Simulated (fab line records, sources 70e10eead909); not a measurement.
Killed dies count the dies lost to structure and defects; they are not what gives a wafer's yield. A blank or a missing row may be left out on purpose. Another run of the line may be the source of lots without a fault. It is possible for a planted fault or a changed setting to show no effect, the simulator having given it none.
Struck lot and sound lot, side by side / flow nand_harc / 15 out of 1302 route steps
Sound: the wafers L400.1, L400.4, L400.6. Wafers L417.2, L417.3, L417.4 were the ones struck. The cause is named last.
For every step that has rows: the tool of each side, followed by ch and its chambers, followed by its first start. Under that, the readings that differ: sound wafers / struck wafers / difference of the means / sigmas: that difference in standard deviations of wafers without a fault.
alike: words and numbers the same on both sides, and readings whose means are apart by under 2 such deviations; not compared: readings that were withheld, readings missing a value for some wafer, numbers with overlapping values and no deviation given by the record, and bounds like >300 which may hide the same value.
The two part at a step that has a row with sigmas, a row that says differs or no value, or rows on one side only. When numbers do not overlap yet have no deviation, they are printed without sigmas and do not part them. Lack of a reading on every wafer of one side parts them only where that side has two or more wafers.

NHARC_A_ONON_D2_THK_MEAS_08: measures by ellipsometry.
  sound on film_metro-01 at day 14 18:20; struck on film_metro-02 at day 21 12:10
reading=thk_nm (nm); sound=1028 1026 1031; struck=1001 999 1000; difference=-28; sigmas=-3
then, 1 step without rows for these wafers: NHARC_A_ONON_D2_DEP_09 (target thk 1000 nm).
NHARC_A_ONON_D2_THK_MEAS_11: measures by ellipsometry.
  sound on film_metro-02 at day 14 18:54; struck on film_metro-01 at day 21 12:44
  alike: thk_nm
then, 1 step without rows for these wafers: NHARC_A_ONON_D2_DEP_12 (target thk 1000 nm).
NHARC_A_ONON_D2_THK_MEAS_14: measures by ellipsometry.
  sound on film_metro-01 at day 14 19:29; struck on film_metro-02 at day 21 13:17
  alike: thk_nm
then, 2 steps without rows for these wafers: NHARC_A_ONON_D2_ANNEAL_15 (time 3600 s); NHARC_A_ONON_D2_DEP_16 (target thk 1000 nm).
NHARC_A_ONON_D2_THK_MEAS_18: measures by ellipsometry.
  sound on film_metro-02 at day 15 02:53; struck on film_metro-02 at day 21 20:54
  alike: thk_nm
then, 1 step without rows for these wafers: NHARC_A_ONON_D2_DEP_19 (target thk 1000 nm).
NHARC_A_ONON_D2_THK_MEAS_21: measures by ellipsometry.
  sound on film_metro-02 at day 15 03:28; struck on film_metro-02 at day 21 21:36
  alike: thk_nm
then, 1 step without rows for these wafers: NHARC_A_ONON_D2_DEP_22 (target thk 1000 nm).
NHARC_A_ONON_D2_THK_MEAS_24: measures by ellipsometry.
  sound on film_metro-01 at day 15 04:02; struck on film_metro-02 at day 21 22:10
  alike: thk_nm
NHARC_A_ONON_D2_DEP_25: target thk 1000 nm.
  sound on pecvd_onon-04 ch 0, day 15 04:05; struck on pecvd_onon-03 ch 0, day 21 22:17
  alike: susceptor_temp_C
NHARC_A_ONON_D2_THK_MEAS_27: measures by ellipsometry.
  sound on film_metro-02 at day 15 04:36; struck on film_metro-01 at day 21 22:44
reading=thk_nm (nm); sound=990 989 989; struck=946 946 944; difference=-44; sigmas=-5
then, 1 step without rows for these wafers: NHARC_A_ONON_D2_DEP_28 (target thk 1000 nm).

## WHERE THEY PART
First at NHARC_A_ONON_D2_THK_MEAS_08; last, within this record, at NHARC_A_ONON_D2_THK_MEAS_27.

WHY: whatever the simulator had introduced
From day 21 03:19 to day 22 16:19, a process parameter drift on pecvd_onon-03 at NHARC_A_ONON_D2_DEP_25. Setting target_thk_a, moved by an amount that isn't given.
